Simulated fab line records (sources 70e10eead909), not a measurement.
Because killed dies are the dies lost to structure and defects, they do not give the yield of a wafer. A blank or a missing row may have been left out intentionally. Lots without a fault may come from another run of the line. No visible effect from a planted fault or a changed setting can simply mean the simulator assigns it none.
Matching of chambers || flow nand harc || NHARC_A_CHANNEL_FILL_D1_STRIP_28 on rie diel-09: 4 sister chambers
The step strips in O2, time 20 s. 18 wafers are shown with their chamber, then 9 later ones without.

EACH WAFER AND ITS CHAMBER
{"wafer": "L341.3", "chamber": 0, "showerhead plenum p Torr (Torr)": 3.70, "drypump motor current A (A)": 6.2, "rf vpp V (V)": 58.4}
{"wafer": "L341.4", "chamber": 1, "showerhead plenum p Torr (Torr)": 3.32, "drypump motor current A (A)": 5.4, "rf vpp V (V)": 58.5}
{"wafer": "L341.6", "chamber": 0, "showerhead plenum p Torr (Torr)": 3.70, "drypump motor current A (A)": 6.1, "rf vpp V (V)": 59.6}
{"wafer": "L345.1", "chamber": 3, "showerhead plenum p Torr (Torr)": 3.49, "drypump motor current A (A)": 5.8, "rf vpp V (V)": 57.9}
{"wafer": "L345.5", "chamber": 2, "showerhead plenum p Torr (Torr)": 3.64, "drypump motor current A (A)": 5.8, "rf vpp V (V)": 59.0}
{"wafer": "L345.6", "chamber": 1, "showerhead plenum p Torr (Torr)": 3.32, "drypump motor current A (A)": 5.4, "rf vpp V (V)": 57.3}
{"wafer": "L346.1", "chamber": 0, "showerhead plenum p Torr (Torr)": 3.70, "drypump motor current A (A)": 6.2, "rf vpp V (V)": 56.6}
{"wafer": "L346.2", "chamber": 2, "showerhead plenum p Torr (Torr)": 3.64, "drypump motor current A (A)": 5.8, "rf vpp V (V)": 58.6}
{"wafer": "L346.6", "chamber": 0, "showerhead plenum p Torr (Torr)": 3.70, "drypump motor current A (A)": 6.1, "rf vpp V (V)": 56.8}
{"wafer": "L347.1", "chamber": 3, "showerhead plenum p Torr (Torr)": 3.49, "drypump motor current A (A)": 5.7, "rf vpp V (V)": 58.2}
{"wafer": "L347.4", "chamber": 2, "showerhead plenum p Torr (Torr)": 3.64, "drypump motor current A (A)": 5.7, "rf vpp V (V)": 58.6}
{"wafer": "L347.5", "chamber": 3, "showerhead plenum p Torr (Torr)": 3.49, "drypump motor current A (A)": 5.7, "rf vpp V (V)": 58.5}
{"wafer": "L348.2", "chamber": 2, "showerhead plenum p Torr (Torr)": 3.64, "drypump motor current A (A)": 5.8, "rf vpp V (V)": 57.6}
{"wafer": "L348.3", "chamber": 1, "showerhead plenum p Torr (Torr)": 3.32, "drypump motor current A (A)": 5.4, "rf vpp V (V)": 56.4}
{"wafer": "L348.6", "chamber": 1, "showerhead plenum p Torr (Torr)": 3.32, "drypump motor current A (A)": 5.4, "rf vpp V (V)": 57.4}
{"wafer": "L351.4", "chamber": 2, "showerhead plenum p Torr (Torr)": 3.64, "drypump motor current A (A)": 5.8, "rf vpp V (V)": 58.0}
{"wafer": "L351.5", "chamber": 0, "showerhead plenum p Torr (Torr)": 3.69, "drypump motor current A (A)": 6.1, "rf vpp V (V)": 57.2}
{"wafer": "L351.6", "chamber": 1, "showerhead plenum p Torr (Torr)": 3.32, "drypump motor current A (A)": 5.4, "rf vpp V (V)": 57.7}

SIGNATURES (averages over the wafers above)
{"reading": "showerhead plenum p Torr", "chamber 0": 3.6980, "chamber 1": 3.3200, "chamber 2": 3.6400, "chamber 3": 3.4900, "scatter within a chamber": 0.00239}
{"reading": "drypump motor current A", "chamber 0": 6.140, "chamber 1": 5.400, "chamber 2": 5.780, "chamber 3": 5.733, "scatter within a chamber": 0.0436}
{"reading": "rf vpp V", "chamber 0": 57.720, "chamber 1": 57.460, "chamber 2": 58.360, "chamber 3": 58.200, "scatter within a chamber": 0.848}
Rule: for a wafer and a chamber, the distance is found by dividing, reading by reading, the gap between the wafer's reading and the chamber's mean by the reading's scatter, squaring, summing and taking the root. If the next closest chamber is less than 2 further off than the closest, the wafer can't be placed; otherwise it belongs to the closest. The scatter is the square root of a quotient: the sum, over the shown wafers, of each reading's squared deviation from its chamber's mean, divided by wafers minus chambers.

WAFERS WITHOUT THEIR CHAMBER
{"wafer": "L352.1", "showerhead plenum p Torr (Torr)": 3.32, "drypump motor current A (A)": 5.5, "rf vpp V (V)": 57.7}
{"wafer": "L352.3", "showerhead plenum p Torr (Torr)": 3.69, "drypump motor current A (A)": 6.1, "rf vpp V (V)": 59.7}
{"wafer": "L352.5", "showerhead plenum p Torr (Torr)": 3.32, "drypump motor current A (A)": 5.4, "rf vpp V (V)": 58.8}
{"wafer": "L363.1", "showerhead plenum p Torr (Torr)": 3.32, "drypump motor current A (A)": 5.4, "rf vpp V (V)": 56.6}
{"wafer": "L363.2", "showerhead plenum p Torr (Torr)": 3.63, "drypump motor current A (A)": 5.8, "rf vpp V (V)": 57.3}
{"wafer": "L363.3", "showerhead plenum p Torr (Torr)": 3.69, "drypump motor current A (A)": 6.1, "rf vpp V (V)": 57.7}
{"wafer": "L364.1", "showerhead plenum p Torr (Torr)": 3.63, "drypump motor current A (A)": 5.8, "rf vpp V (V)": 56.8}
{"wafer": "L364.5", "showerhead plenum p Torr (Torr)": 3.48, "drypump motor current A (A)": 5.7, "rf vpp V (V)": 57.0}
{"wafer": "L364.6", "showerhead plenum p Torr (Torr)": 3.69, "drypump motor current A (A)": 6.1, "rf vpp V (V)": 58.0}

EACH ONE'S CHAMBER
{"wafer": "L352.1", "from the rows above": 1, "in truth": 1}
{"wafer": "L352.3", "from the rows above": 0, "in truth": 0}
{"wafer": "L352.5", "from the rows above": 1, "in truth": 1}
{"wafer": "L363.1", "from the rows above": 1, "in truth": 1}
{"wafer": "L363.2", "from the rows above": 2, "in truth": 2}
{"wafer": "L363.3", "from the rows above": 0, "in truth": 0}
{"wafer": "L364.1", "from the rows above": 2, "in truth": 2}
{"wafer": "L364.5", "from the rows above": 3, "in truth": 3}
{"wafer": "L364.6", "from the rows above": 0, "in truth": 0}
Correct placement for 9 of the 9. Number that these rows cannot place: 0. Placed wrongly: 0.
